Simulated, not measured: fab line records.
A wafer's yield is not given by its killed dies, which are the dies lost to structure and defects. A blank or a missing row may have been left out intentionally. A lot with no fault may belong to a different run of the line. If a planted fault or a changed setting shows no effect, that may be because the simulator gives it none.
fab line records | flow n5Finfet
[record] lots = 7 wafers = 39
route steps=1938 shown FIN_SAQP@100 SD_EPI_N@288 MOL_CONTACT_COAG@609 BEOL_M3@931 BEOL_M4@1037
startH: start of the lot's first displayed wafer, in hours after the record's first day | waitH: how many hours have passed since the lot's step before this one | " identical to the entry in the row above | L1.1+2: a single row standing in for several wafers | - value missing, or start not given | * or withheld: withheld | < > ~ a bound
route shown NAME@n: names a module that has steps shown in the file, with the first one's number in the route | usual: mean and standard deviation over wafers with no fault | same: alike in all rows | chamber/n: place in a boat | sites: each site's reading | _std_site: how widely they spread, as a standard deviation | _edge_site: mean of outer sites minus mean of inner sites | radiusMm: how far each site lies from the wafer's centre | mask NAME#n: copy n | behind: the last tool/chamber to shape the wafer | hold: why the lot went on hold/how many hours it stayed there/how the hold came to an end | device: the n, p or np transistor that did not switch | end of line: tests of these same wafers at the route's end | a step with no rows: only its recipe | killed: count of dies lost to structure and defects at first sort (not the wafer's yield) | map: a wafer's dies, marking killed ones x, the rest . and places with no die _
set.NAME: the setting that was run; set.NAME@STEP: the one run at that earlier step | model.NAME: the simulator's own value behind a step, which no gauge read
lots whose settings were changed on purpose; a table a step, a row a wafer
[[steps]]
[step N5_FIN_SAQP_PECVD_06]
[recipe] material = a-Si targetThkA = 600 tempC = 400 precursor = SiH4/He pressureTorr = 3 rfW = 100 timeS = 48.1
// columns lot.wafer tool chamber startH waitH set.timeS model.a-Si_of_FIN_SAQP_PECVD_06.thkNm
L075.1 pecvd-02 0 26.87 0.0 48.1 59.1
L075.2 " 2 " " 48.1 60.18
L075.3 " 1 " " 48.1 59.62
L075.4 " 2 " " 48.1 61.32
L075.5 " 1 " " 48.1 61.03
L075.6 " 0 " " 48.1 59.99
L077.1 pecvd-01 1 39.49 0.0 48.1 58.18
L077.2 " 0 " " 48.1 57.96
L077.3 " 1 " " 48.1 60.01
L077.4 " 0 " " 48.1 58.01
L077.5 " 1 " " 48.1 59.15
L077.6 " 0 " " 48.1 58.06
L078.1 pecvd-01 1 45.64 0.0 72.57 89.6
L078.2 " 0 " " 48.1 57.86
L078.3 " 0 " " 72.57 90.05
L078.4 " 1 " " 48.1 59.75
L078.5 " 0 " " 48.1 58.83
L078.6 " 1 " " 72.57 91.57
L081.1 pecvd-02 2 64.02 0.0 48.1 60.2
L081.2 " 0 " " 33.47 40.68
L081.3 " 1 " " 33.47 40.35
L081.4 " 2 " " 33.47 43.25
L081.5 " 1 " " 48.1 60.24
L081.6 " 0 " " 48.1 59.05
L093.1 pecvd-02 0 135.12 0.0 67.38 82.27
L093.2 " 2 " " 48.1 59.73
L093.3 " 1 " " 48.1 58.97
L093.4 " 1 " " 48.1 59.22
L093.5 " 2 " " 67.38 84.92
L093.6 " 0 " " 67.38 83.81
L094.2 pecvd-02 0 141.82 0.0 48.1 57.74
L094.3 " 2 " " 48.1 60.02
L094.6 " 2 " " 48.1 61.06
L097.1 pecvd-03 0 159.35 0.0 48.1 59.66
L097.2 " 2 " " 48.1 58.51
L097.3 " 1 " " 48.1 59.19
L097.4 " 0 " " 48.1 60.55
L097.5 " 1 " " 48.1 60.68
L097.6 " 2 " " 48.1 59.56
[step N5_FIN_SAQP_THK_MEAS_07]
[usual] thkNm = 59.6/0.87
// columns lot.wafer tool chamber startH waitH set.timeS@FIN_SAQP_PECVD_06 thkNm
L075.1 filmMetro-01 - 26.96 0.1 48.1 59.1
L075.2 " - " " 48.1 60.2
L075.3 " - " " 48.1 59.6
L075.4 " - " " 48.1 61.4
L075.5 " - " " 48.1 61.0
L075.6 " - " " 48.1 60.0
L077.1 filmMetro-02 - 39.60 0.1 48.1 58.1
L077.2 " - " " 48.1 58.0
L077.3 " - " " 48.1 60.0
L077.4 " - " " 48.1 58.0
L077.5 " - " " 48.1 59.2
L077.6 " - " " 48.1 58.1
L078.1 filmMetro-01 - 45.76 0.1 72.57 89.6
L078.2 " - " " 48.1 57.8
L078.3 " - " " 72.57 90.0
L078.4 " - " " 48.1 59.8
L078.5 " - " " 48.1 58.8
L078.6 " - " " 72.57 91.7
L081.1 filmMetro-01 - 64.11 0.1 48.1 60.2
L081.2 " - " " 33.47 40.7
L081.3 " - " " 33.47 40.4
L081.4 " - " " 33.47 43.2
L081.5 " - " " 48.1 60.2
L081.6 " - " " 48.1 59.1
L093.1 filmMetro-02 - 135.20 0.1 67.38 82.2
L093.2 " - " " 48.1 59.7
L093.3 " - " " 48.1 59.0
L093.4 " - " " 48.1 59.2
L093.5 " - " " 67.38 84.9
L093.6 " - " " 67.38 83.9
L094.2 filmMetro-02 - 141.91 0.1 48.1 57.8
L094.3 " - " " 48.1 60.0
L094.6 " - " " 48.1 61.0
L097.1 filmMetro-02 - 159.44 0.1 48.1 59.7
L097.2 " - " " 48.1 58.5
L097.3 " - " " 48.1 59.2
L097.4 " - " " 48.1 60.6
L097.5 " - " " 48.1 60.6
L097.6 " - " " 48.1 59.5
[step N5_FIN_SAQP_HM_DEP_72]
[recipe] material = SiO2 targetThkA = 120 tempC = 400 precursor = SiH4/N2O pressureTorr = 0.75 rfW = 275 timeS = 7.2
[step N5_FIN_SAQP_COAT_49]
[recipe] resist = SOC tempC = 250 timeS = 60 spinRpm = 1500 resistThkNm = 100
[step N5_FIN_SAQP_HM_OPEN_73]
[recipe] chemistry = CHF3/O2 target = SiO2 stopOn = a-Si targetDepthA = 120 overEtchFrac = 1.8 maskMaterial = SOC timeS = 16.8 pressureMtorr = 30 sourceW = 650 biasW = 170 Ar_flow_sccm = 200 CHF3_flow_sccm = 50 O2_flow_sccm = 5 ionEnergyEv = 200 ends = endPoint
[step N5_FIN_SAQP_STRIP_74]
[recipe] chemistry = CHF3/O2 resist = SiARC rfFrequencyHz = 6e+07
[step N5_FIN_SAQP_MANDREL_ETCH_22]
[recipe] targetDepthA = 600 chemistry = HBr/Cl2 target = a-Si stopOn = SiNx btTimeS = 10 overEtchFrac = 0.5 timeS = 30 pressureMtorr = 10 icpW = 800 biasW = 75 HBr_flow_sccm = 150 Cl2_flow_sccm = 80 ends = endPoint
[usual] oesProductAu = 0.767/0.012
// columns lot.wafer tool chamber startH waitH set.timeS@FIN_SAQP_PECVD_06 oesProductAu model.etch.depthNm
L075.1 rieSi-02 3 27.83 0.0 48.1 0.774 59.1
L075.2 " 2 " " 48.1 0.779 60.18
L075.3 " 1 " " 48.1 0.781 59.62
L075.4 " 0 " " 48.1 0.777 61.16
L075.5 " 0 " " 48.1 0.770 61.03
L075.6 " 3 " " 48.1 0.760 59.99
L077.1 rieSi-03 1 40.51 0.0 48.1 0.755 58.03
L077.2 " 0 " " 48.1 0.743 57.96
L077.3 " 3 " " 48.1 0.749 60.01
L077.4 " 2 " " 48.1 0.733 58.01
L077.5 " 1 " " 48.1 0.755 59.15
L077.6 " 0 " " 48.1 0.747 57.91
L078.1 rieSi-03 0 46.62 0.0 72.57 0.950 86.04
L078.2 " 1 " " 48.1 0.748 57.86
L078.3 " 2 " " 72.57 0.967 89.03
L078.4 " 3 " " 48.1 0.755 59.75
L078.5 " 3 " " 48.1 0.751 58.83
L078.6 " 0 " " 72.57 0.961 87.08
L081.1 rieSi-02 1 64.91 0.0 48.1 0.782 60.04
L081.2 " 0 " " 33.47 0.627 40.68
L081.3 " 3 " " 33.47 0.617 40.35
L081.4 " 2 " " 33.47 0.641 43.25
L081.5 " 2 " " 48.1 0.778 60.24
L081.6 " 3 " " 48.1 0.775 58.9
L093.1 rieSi-02 3 136.12 0.0 67.38 0.949 82.27
L093.2 " 2 " " 48.1 0.764 59.73
L093.3 " 1 " " 48.1 0.772 58.94
L093.4 " 0 " " 48.1 0.759 59.19
L093.5 " 3 " " 67.38 0.967 84.91
L093.6 " 2 " " 67.38 0.953 83.81
L094.2 rieSi-02 2 142.65 0.0 48.1 0.759 57.74
L094.3 " 3 " " 48.1 0.781 60.02
L094.6 " 0 " " 48.1 0.773 61.06
L097.1 rieSi-02 3 160.46 0.0 48.1 0.770 59.66
L097.2 " 0 " " 48.1 0.751 58.48
L097.3 " 2 " " 48.1 0.760 59.18
L097.4 " 1 " " 48.1 0.782 60.51
L097.5 " 2 " " 48.1 0.779 60.68
L097.6 " 3 " " 48.1 0.768 59.56
[step N5_SD_EPI_N_EPI_21]
[recipe] material = Si:P dopant = P tempC = 680 pressureTorr = 255 timeS = 690
// columns lot.wafer tool chamber startH waitH set.epiGrowthTimeS model.Si-P_of_SD_EPI_N_EPI_21.thkNm
L075.1+5 epiRpcvd-03 0 59.08 0.2 690 58.8
L075.2 " 0 " " 951.6 73.8
L075.3 " 0 " " 690 59
L075.4+6 " 0 " " 951.6 74.2
L077.1+2 epiRpcvd-04 0 75.26 0.1 690 58.6
L077.3+4+5 " 0 " " 690 59.4
L077.6 " 0 " " 690 59.2
L078.1 epiRpcvd-01 0 79.08 0.1 690 58.2
L078.2 " 0 " " 505.2 46.2
L078.3 " 0 " " 505.2 46.4
L078.4 " 0 " " 505.2 46.6
L078.5 " 0 " " 690 59
L078.6 " 0 " " 690 58.4
L081.1+3 epiRpcvd-03 0 93.76 0.2 690 59.6
L081.2+4 " 0 " " 690 59.2
L081.5 " 0 95.25 1.5 690 59
L081.6 " 0 " " 690 60
L093.1 epiRpcvd-01 0 164.37 0.1 690 59.2
L093.2+6 " 0 " " 474.5 44
L093.3 " 0 " " 690 59
L093.4 " 0 " " 690 58.4
L093.5 " 0 " " 474.5 43.8
L094.2 epiRpcvd-04 0 174.19 0.4 690 58.8
L094.3 " 0 " " 690 59.2
L094.6 " 0 " " 690 58.4
L097.1 epiRpcvd-03 0 191.21 0.1 690 58.6
L097.2 " 0 " " 690 59
L097.3 " 0 " " 690 57.6
L097.4+5 " 0 " " 690 58.4
L097.6 " 0 " " 690 59.2
[step N5_SD_EPI_N_EPI_MEAS_23]
[recipe] mode = xrd
[usual] thkNm = 59.0/1.3
// columns lot.wafer tool chamber startH waitH set.epiGrowthTimeS@SD_EPI_N_EPI_21 thkNm
L075.1 filmMetro-02 - 61.35 1.9 690 60.2
L075.2 " - " " 951.6 76.1
L075.3 " - " " 690 59.0
L075.4 " - " " 951.6 73.4
L075.5 " - " " 690 58.7
L075.6 " - " " 951.6 75.7
L077.1 filmMetro-01 - 76.97 1.4 690 57.1
L077.2 " - " " 690 59.0
L077.3 " - " " 690 58.4
L077.4 " - " " 690 59.5
L077.5 " - " " 690 59.4
L077.6 " - " " 690 59.9
L078.1 filmMetro-01 - 80.79 1.4 690 59.3
L078.2 " - " " 505.2 43.3
L078.3 " - " " 505.2 47.6
L078.4 " - " " 505.2 47.0
L078.5 " - " " 690 61.3
L078.6 " - " " 690 57.1
L081.1 filmMetro-02 - 96.04 1.9 690 59.7
L081.2 " - " " 690 59.8
L081.3 " - " " 690 59.6
L081.4 " - " " 690 58.8
L081.5 " - " " 690 60.1
L081.6 " - " " 690 59.9
L093.1 filmMetro-02 - 166.10 1.5 690 59.6
L093.2 " - " " 474.5 45.0
L093.3 " - " " 690 59.1
L093.4 " - " " 690 60.2
L093.5 " - " " 474.5 43.2
L093.6 " - " " 474.5 42.8
L094.2 filmMetro-01 - 175.64 1.2 690 58.4
L094.3 " - " " 690 58.4
L094.6 " - " " 690 57.1
L097.1 filmMetro-01 - 192.92 1.4 690 59.2
L097.2 " - " " 690 57.6
L097.3 " - " " 690 56.5
L097.4 " - " " 690 59.4
L097.5 " - " " 690 60.3
L097.6 " - " " 690 59.2
[step N5_SD_EPI_N_PRECLEAN_24]
[recipe] chemistry = O3/DIW timeS = 60 tempC = 22 o3Ppm = 10
// columns lot.wafer tool chamber startH waitH set.epiGrowthTimeS@SD_EPI_N_EPI_21 model.Si-P_of_SD_EPI_N_EPI_21.thkNm
L075.1+5 wetBench-02 1,7 61.39 0.0 690 58.4
L075.2 " 3 " " 951.6 73.4
L075.3 " 6 " " 690 58.6
L075.4 " 2 " " 951.6 73.8
L075.6 " 0 " " 951.6 73.6
L077.1+2 wetBench-06 3,6 77.01 0.0 690 58.2
L077.3+4+5 " 7,4,0 " " 690 59
L077.6 " 5 " " 690 58.8
L078.1 wetBench-01 5 80.85 0.1 690 57.8
L078.2 " 4 " " 505.2 45.8
L078.3+4 " 2,0 " " 505.2 46.2
L078.5 " 3 " " 690 58.6
L078.6 " 1 " " 690 58
L081.1+3 wetBench-02 3,6 96.07 0.0 690 59.2
L081.2+4 " 1,2 " " 690 58.8
L081.5 " 5 " " 690 58.6
L081.6 " 4 " " 690 59.6
L093.1 wetBench-02 3 166.14 0.0 690 58.8
L093.2+5+6 " 0,1,7 " " 474.5 43.6
L093.3 " 2 " " 690 58.6
L093.4 " 6 " " 690 58
L094.2 wetBench-06 5 175.68 0.0 690 58.4
L094.3 " 1 " " 690 58.8
L094.6 " 3 " " 690 58
L097.1 wetBench-01 0 192.96 0.0 690 58.2
L097.2 " 1 " " 690 58.6
L097.3 " 4 " " 690 57.2
L097.4+5 " 7,3 " " 690 58
L097.6 " 2 " " 690 58.8
[step N5_MOL_CONTACT_COAG_ETCHBACK_134]
[recipe] chemistry = CHF3 target = SiO2 targetDepthA = 100 timeS = 6.7 ionEnergyEv = 200 pressureMtorr = 30 sourceW = 610 biasW = 170 Ar_flow_sccm = 200 CHF3_flow_sccm = 50
// columns lot.wafer tool chamber startH waitH set.targetDepthA model.CAR-EUV_of_MOL_CONTACT_COAG_COAT_34.thkNm
L075.1+5 rieDiel-04 1 107.24 0.1 56.63 16.2
L075.2 " 0 " " 56.63 16
L075.3+6 " 3,2 " " 100 15.6
L075.4 " 2 " " 100 15.8
L078.1+5 rieDiel-06 2 125.80 0.2 100 15.6
L078.2+3+6 " 1,0,0 " " 67.39 16
L078.4 " 1 " " 100 15.4
L077.1 rieDiel-02 3 126.23 0.1 139.2 14.6
L077.2 " 0 " " 100 15.6
L077.3 " 1 " " 139.2 15
L077.4 " 2 " " 139.2 14.8
L077.5 " 3 " " 100 15.4
L077.6 " 0 " " 100 15.2
L081.1+2+3 rieDiel-04 1,0,3 141.71 0.1 75.95 15.8
L081.4+6 " 2 " " 100 15.4
L081.5 " 1 " " 100 15.6
L093.1+5 rieDiel-06 2,1 212.56 0.1 100 15.4
L093.2+6 " 0,2 " " 40.91 16.4
L093.3 " 1 " " 100 15.2
L093.4 " 3 " " 40.91 16.2
L094.2 rieDiel-04 3 226.24 0.2 100 15.2
L094.3+6 " 1 " " 100 15.6
L097.1+2+3+5 rieDiel-04 0,2,1,0 240.79 0.1 100 15.6
L097.4 " 3 " " 100 15
L097.6 " 1 " " 100 15.4
[step N5_BEOL_M3_ILD_DEP_00]
[recipe] material = SiOC targetThkA = 790 tempC = 350 precursor = DEMS/O2 pressureTorr = 5 rfW = 500 timeS = 15.3
// columns lot.wafer tool chamber startH waitH set.timeS model.SiOC_of_BEOL_M3_ILD_DEP_00.thkNm
L075.1+6 pecvd-02 1,0 149.97 0.0 11.85 61.4
L075.2 " 2 " " 11.85 62.8
L075.3 " 0 " " 15.3 78
L075.4+5 " 2,1 " " 15.3 80.4
L078.1+5 pecvd-02 1,2 175.42 0.0 11.44 60.6
L078.2+4 " 2,0 " " 15.3 79.4
L078.3 " 0 " " 11.44 59
L078.6 " 1 " " 15.3 79.6
L081.1 pecvd-03 1 181.89 0.0 15.3 78.2
L081.2 " 2 " " 15.3 78.8
L081.3+4 " 0 " " 15.3 78.6
L081.5 " 2 " " 15.3 79.2
L081.6 " 1 " " 15.3 79.6
L077.1 pecvd-04 1 182.27 0.0 15.3 79.2
L077.2 " 0 " " 8.694 46.8
L077.3 " 2 " " 8.694 47
L077.4 " 0 " " 15.3 82
L077.5 " 2 " " 8.694 47.4
L077.6 " 1 " " 15.3 80.2
L093.1 pecvd-02 1 262.18 0.0 15.3 80.6
L093.2 " 0 " " 13 66.4
L093.3 " 2 " " 13 67.4
L093.4 " 1 " " 15.3 81.6
L093.5 " 0 " " 15.3 80
L093.6 " 2 " " 13 69.6
L094.2 pecvd-03 2 269.39 0.0 15.3 78.4
L094.3 " 0 " " 15.3 78.6
L094.6 " 1 " " 15.3 80.8
L097.1 pecvd-04 1 285.63 0.0 15.3 78.8
L097.2+3 " 2,0 " " 15.3 79
L097.4 " 1 " " 10.89 56.2
L097.5 " 2 " " 10.89 58.4
L097.6 " 0 " " 10.89 57.4
[step N5_BEOL_M3_THK_MEAS_01]
[recipe] reads = SiOC_of_BEOL_M3_ILD_DEP_00
[usual] M3_ILD_THK = 79.4/1.1
// columns lot.wafer tool chamber startH waitH set.timeS@BEOL_M3_ILD_DEP_00 M3_ILD_THK[nm]
L075.1 filmMetro-02 - 150.03 0.0 11.85 61.4
L075.2 " - " " 11.85 62.6
L075.3 " - " " 15.3 77.9
L075.4 " - " " 15.3 80.3
L075.5 " - " " 15.3 80.4
L075.6 " - " " 11.85 61.4
L078.1 filmMetro-02 - 175.49 0.0 11.44 60.5
L078.2 " - " " 15.3 79.3
L078.3 " - " " 11.44 59.1
L078.4 " - " " 15.3 79.5
L078.5 " - " " 11.44 60.7
L078.6 " - " " 15.3 79.5
L081.1 filmMetro-01 - 181.96 0.0 15.3 78.1
L081.2 " - " " 15.3 78.9
L081.3 " - " " 15.3 78.6
L081.4 " - " " 15.3 78.6
L081.5 " - " " 15.3 79.1
L081.6 " - " " 15.3 79.7
L077.1 filmMetro-02 - 182.34 0.0 15.3 79.2
L077.2 " - " " 8.694 46.8
L077.3 " - " " 8.694 47.0
L077.4 " - " " 15.3 82.1
L077.5 " - " " 8.694 47.3
L077.6 " - " " 15.3 80.2
L093.1 filmMetro-01 - 262.24 0.0 15.3 80.6
L093.2 " - " " 13 66.5
L093.3 " - " " 13 67.5
L093.4 " - " " 15.3 81.5
L093.5 " - " " 15.3 80.0
L093.6 " - " " 13 69.6
L094.2 filmMetro-01 - 269.46 0.1 15.3 78.4
L094.3 " - " " 15.3 78.6
L094.6 " - " " 15.3 80.9
L097.1 filmMetro-01 - 285.69 0.0 15.3 78.8
L097.2 " - " " 15.3 79.0
L097.3 " - " " 15.3 78.9
L097.4 " - " " 10.89 56.3
L097.5 " - " " 10.89 58.5
L097.6 " - " " 10.89 57.5
[step N5_BEOL_M4_DESCUM_16]
[recipe] chemistry = O2 timeS = 7 sourcePowerW = 50 biasPowerW = 20 pressureMtorr = 20 rfFrequencyHz = 2.712e+07 tempC = 40 resist = CAR-EUV o2FlowSccm = 225
// columns lot.wafer tool chamber startH waitH set.timeS model.CAR-EUV_of_BEOL_M4_COAT_05.thkNm
L075.1+6 rieDiel-04 3,2 171.66 1.8 5.373 26.8
L075.2 " 0 " " 7 26.2
L075.3+4 " 2,3 " " 7 26
L075.5 " 0 " " 5.373 27
L078.1+4+5 rieDiel-04 0,1,0 196.71 0.0 7 26.2
L078.2+3+6 " 1,2,2 " " 7 26
L081.1+2+6 rieDiel-04 2,0,1 199.94 0.2 9.06 25
L081.3 " 1 " " 7 26.2
L081.4+5 " 0,2 " " 7 26
L077.1+3+6 rieDiel-06 1,2,2 200.08 0.3 5.793 26.8
L077.2+4+5 " 3,0,3 " " 7 26.2
L093.1 rieDiel-02 0 278.07 0.0 7 26
L093.2+4 " 3,1 " " 7 26.2
L093.3+6 " 2 " " 5.429 26.8
L093.5 " 3 " " 5.429 27
L094.2 rieDiel-04 0 282.75 0.0 7 26.2
L094.3+6 " 2,0 " " 7 26
L097.1+5+6 rieDiel-02 0,1,2 303.88 0.3 7 26.2
L097.2 " 1 " " 8.274 25.4
L097.3+4 " 3,2 " " 8.274 25.6
[step N5_BEOL_M4_ETCH_74]
[recipe] chemistry = N2/H2 target = underlayer targetDepthA = 65 maskMaterial = CAR-EUV timeS = 5.2 ionEnergyEv = 200 pressureMtorr = 30 sourceW = 840 biasW = 150 n2FlowSccm = 200 h2FlowSccm = 200 ends = cleared
// columns lot.wafer tool chamber startH waitH set.timeS@BEOL_M4_DESCUM_16 model.CAR-EUV_of_BEOL_M4_COAT_05.thkNm
L075.1+6 rieDiel-04 3,2 171.69 0.0 5.373 21
L075.2+3 " 0,2 " " 7 20.4
L075.4 " 3 " " 7 20.2
L075.5 " 0 " " 5.373 21.2
L078.1+2+3+4+5+6 rieDiel-04 0,1,2,1,0,2 196.74 0.0 7 20.4
L081.1+6 rieDiel-04 2,1 199.98 0.0 9.06 19.4
L081.2 " 0 " " 9.06 19.2
L081.3+5 " 1,2 " " 7 20.4
L081.4 " 0 " " 7 20.2
L077.1 rieDiel-06 1 200.12 0.0 5.793 21.2
L077.2+5 " 3 " " 7 20.6
L077.3+6 " 2 " " 5.793 21
L077.4 " 0 " " 7 20.4
L093.1 rieDiel-02 0 278.11 0.0 7 20.2
L093.2+4 " 3,1 " " 7 20.4
L093.3+5+6 " 2,3,2 " " 5.429 21.2
L094.2 rieDiel-04 0 282.78 0.0 7 20.4
L094.3+6 " 2,0 " " 7 20.2
L097.1+5+6 rieDiel-02 0,1,2 303.91 0.0 7 20.4
L097.2 " 1 " " 8.274 19.6
L097.3 " 3 " " 8.274 20
L097.4 " 2 " " 8.274 19.8
[step N5_BEOL_M4_ETCH_63]
[recipe] chemistry = CF4 target = SiARC targetDepthA = 156 maskMaterial = CAR-EUV timeS = 26 ionEnergyEv = 80 pressureMtorr = 40 sourceW = 545 biasW = 36 Ar_flow_sccm = 100 cf4FlowSccm = 100 ends = cleared
// columns lot.wafer tool chamber startH waitH set.timeS@BEOL_M4_DESCUM_16 model.CAR-EUV_of_BEOL_M4_COAT_05.thkNm
L075.1 rieDiel-04 3 171.71 0.0 5.373 11.6
L075.2 " 0 " " 7 11.2
L075.3+4 " 2,3 " " 7 11
L075.5+6 " 0,2 " " 5.373 11.8
L078.1+2+3+5+6 rieDiel-04 0,1,2,0,2 196.76 0.0 7 11.2
L078.4 " 1 " " 7 11.4
L081.1+6 rieDiel-04 2,1 199.99 0.0 9.06 10.2
L081.2 " 0 " " 9.06 10
L081.3+5 " 1,2 " " 7 11.2
L081.4 " 0 " " 7 11
L077.1 rieDiel-06 1 200.13 0.0 5.793 12
L077.2+5 " 3 " " 7 11.4
L077.3+6 " 2 " " 5.793 11.8
L077.4 " 0 " " 7 11.2
L093.1+4 rieDiel-02 0,1 278.13 0.0 7 11
L093.2 " 3 " " 7 11.2
L093.3+5 " 2,3 " " 5.429 12
L093.6 " 2 " " 5.429 11.8
L094.2 rieDiel-04 0 282.80 0.0 7 11.2
L094.3+6 " 2,0 " " 7 11
L097.1+6 rieDiel-02 0,2 303.93 0.0 7 11.2
L097.2 " 1 " " 8.274 10.4
L097.3 " 3 " " 8.274 10.8
L097.4 " 2 " " 8.274 10.6
L097.5 " 1 " " 7 11
[[key]]
[split] step = N5_FIN_SAQP_PECVD_06 setting = timeS stated = 48.1 by = wafer
[response] step = N5_FIN_SAQP_PECVD_06 reading = model.a-Si_of_FIN_SAQP_PECVD_06.thkNm change = +0.614 per = 1% r = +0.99
[response] step = N5_FIN_SAQP_THK_MEAS_07 reading = thkNm change = * per = 1% r = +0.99
[response] step = N5_FIN_SAQP_MANDREL_ETCH_22 reading = oesProductAu change = +0.00445 per = 1% r = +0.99
[response] step = N5_FIN_SAQP_MANDREL_ETCH_22 reading = model.etch.depthNm change = +0.583 per = 1% r = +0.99
[split] step = N5_SD_EPI_N_EPI_21 setting = epiGrowthTimeS stated = 690 by = wafer
[response] step = N5_SD_EPI_N_EPI_21 reading = model.Si-P_of_SD_EPI_N_EPI_21.thkNm change = +0.437 per = 1% r = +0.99
[response] step = N5_SD_EPI_N_EPI_MEAS_23 reading = thkNm change = * per = 1% r = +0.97
[response] step = N5_SD_EPI_N_PRECLEAN_24 reading = model.Si-P_of_SD_EPI_N_EPI_21.thkNm change = +0.435 per = 1% r = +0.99
[split] step = N5_MOL_CONTACT_COAG_ETCHBACK_134 setting = targetDepthA stated = 100 by = wafer
[response] step = N5_MOL_CONTACT_COAG_ETCHBACK_134 reading = model.CAR-EUV_of_MOL_CONTACT_COAG_COAT_34.thkNm change = -0.0147 per = 1% r = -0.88
[split] step = N5_BEOL_M3_ILD_DEP_00 setting = timeS stated = 15.3 by = wafer
[response] step = N5_BEOL_M3_ILD_DEP_00 reading = model.SiOC_of_BEOL_M3_ILD_DEP_00.thkNm change = +0.774 per = 1% r = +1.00
[response] step = N5_BEOL_M3_THK_MEAS_01 reading = M3_ILD_THK change = +0.774 per = 1% r = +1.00
[split] step = N5_BEOL_M4_DESCUM_16 setting = timeS stated = 7 by = wafer
[response] step = N5_BEOL_M4_DESCUM_16 reading = model.CAR-EUV_of_BEOL_M4_COAT_05.thkNm change = -0.035 per = 1% r = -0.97
[response] step = N5_BEOL_M4_ETCH_74 reading = model.CAR-EUV_of_BEOL_M4_COAT_05.thkNm change = -0.0339 per = 1% r = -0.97
[response] step = N5_BEOL_M4_ETCH_63 reading = model.CAR-EUV_of_BEOL_M4_COAT_05.thkNm change = -0.0328 per = 1% r = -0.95
